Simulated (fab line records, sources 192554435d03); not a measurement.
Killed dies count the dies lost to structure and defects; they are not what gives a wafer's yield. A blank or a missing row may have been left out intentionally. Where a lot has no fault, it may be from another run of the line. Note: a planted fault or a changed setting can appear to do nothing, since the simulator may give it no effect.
Chamber matching + flow n5_finfet + rie_diel-05 running N5_BEOL_M4_DESCUM_16: 4 sister chambers
The step chemistry O2, time 7 s. 4 wafers are shown with their chamber, then 11 later ones without.

WAFERS WITH THEIR CHAMBER
| wafer  | chamber | throttle_valve_pct (%) |
|--------|---------|------------------------|
| L087.3 | 2       | 19.97                  |
| L088.4 | 3       | 20.46                  |
| L088.5 | 1       | 20.38                  |
| L089.3 | 0       | 20.35                  |

WAFERS WHOSE CHAMBER IS MISSING
| wafer  | throttle_valve_pct (%) |
|--------|------------------------|
| L089.5 | 20.30                  |
| L089.6 | 20.38                  |
| L094.1 | 20.48                  |
| L094.2 | 20.33                  |
| L094.4 | 20.00                  |
| L096.3 | 19.99                  |
| L096.5 | 20.49                  |
| L096.6 | 20.34                  |
| L097.1 | 20.36                  |
| L097.4 | 20.01                  |
| L097.5 | 20.41                  |

CHAMBER TAKEN BY EACH
| wafer  | from the rows above          | in truth |
|--------|------------------------------|----------|
| L089.5 | can't be placed: 0 or 1      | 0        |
| L089.6 | can't be placed: 1 or 0      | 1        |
| L094.1 | 3                            | 3        |
| L094.2 | can't be placed: 0 or 1      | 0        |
| L094.4 | 2                            | 2        |
| L096.3 | 2                            | 2        |
| L096.5 | 3                            | 3        |
| L096.6 | can't be placed: 0 or 1      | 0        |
| L097.1 | can't be placed: 0 or 1      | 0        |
| L097.4 | 2                            | 2        |
| L097.5 | can't be placed: 1 or 3 or 0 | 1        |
Placed correctly: 5 of 11. Unplaceable from these rows: 6, with the true chamber sitting among the candidates in 6. 0 placed wrongly.
How it was worked out, from the rows above alone: a wafer's distance from a chamber is the root of the sum, over the readings, of the square of ((its reading less the chamber's mean) divided by the reading's scatter). If the next closest chamber is less than 2 further off than the closest, the wafer can't be placed; otherwise it belongs to the closest. Each chamber's mean is taken over the wafers shown for it. The scatter: with one shown wafer a chamber, the root of the mean of the squares of how far each hidden wafer lies from its nearest shown one.
